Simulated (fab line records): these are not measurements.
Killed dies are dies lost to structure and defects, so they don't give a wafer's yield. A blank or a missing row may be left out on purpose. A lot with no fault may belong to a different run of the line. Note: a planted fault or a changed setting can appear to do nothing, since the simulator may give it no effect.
Chamber matching + flow n5Finfet + cmp-02 running N5_ILD0_CMP_07: 4 sister chambers
The step polishes SiO2 flowable, stops on poly-Si, t overpolish 1.18 s, target thk 138.88 nm. 4 wafers are shown with their chamber, then 7 later ones without.

WAFERS WITH THEIR CHAMBER
| wafer  | chamber | motorCurrentA (A) |
|--------|---------|-------------------|
| L484.1 | 1       | 15.9              |
| L485.3 | 2       | 12.2              |
| L492.1 | 3       | 11.5              |
| L492.5 | 0       | 13.4              |

WAFERS WITHOUT THEIR CHAMBER
| wafer  | motorCurrentA (A) |
|--------|-------------------|
| L492.6 | 10.4              |
| L493.3 | 11.6              |
| L493.5 | 15.5              |
| L493.6 | 11.1              |
| L495.2 | 11.8              |
| L495.3 | 15.7              |
| L495.5 | 11.2              |

THE CHAMBER EACH PASSED THROUGH
| wafer  | from the rows above     | in truth |
|--------|-------------------------|----------|
| L492.6 | can't be placed: 3 or 2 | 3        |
| L493.3 | can't be placed: 3 or 2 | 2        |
| L493.5 | 1                       | 1        |
| L493.6 | can't be placed: 3 or 2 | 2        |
| L495.2 | can't be placed: 3 or 2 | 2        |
| L495.3 | 1                       | 1        |
| L495.5 | can't be placed: 3 or 2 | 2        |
Placed correctly: 2 of 7. Not placeable from these rows: 5 (in 5, the candidates include the true chamber). 0 placed wrongly.
How it was worked out, from the rows above alone: a wafer's distance from a chamber is the root of the sum, over the readings, of the square of ((its reading less the chamber's mean) divided by the reading's scatter). If the next closest chamber is less than 2 further off than the closest, the wafer can't be placed; otherwise it belongs to the closest. A chamber's mean is the mean of its shown wafers. The scatter (one wafer shown for each chamber): square how far every hidden wafer sits from the nearest shown wafer, average those squares and take the square root.
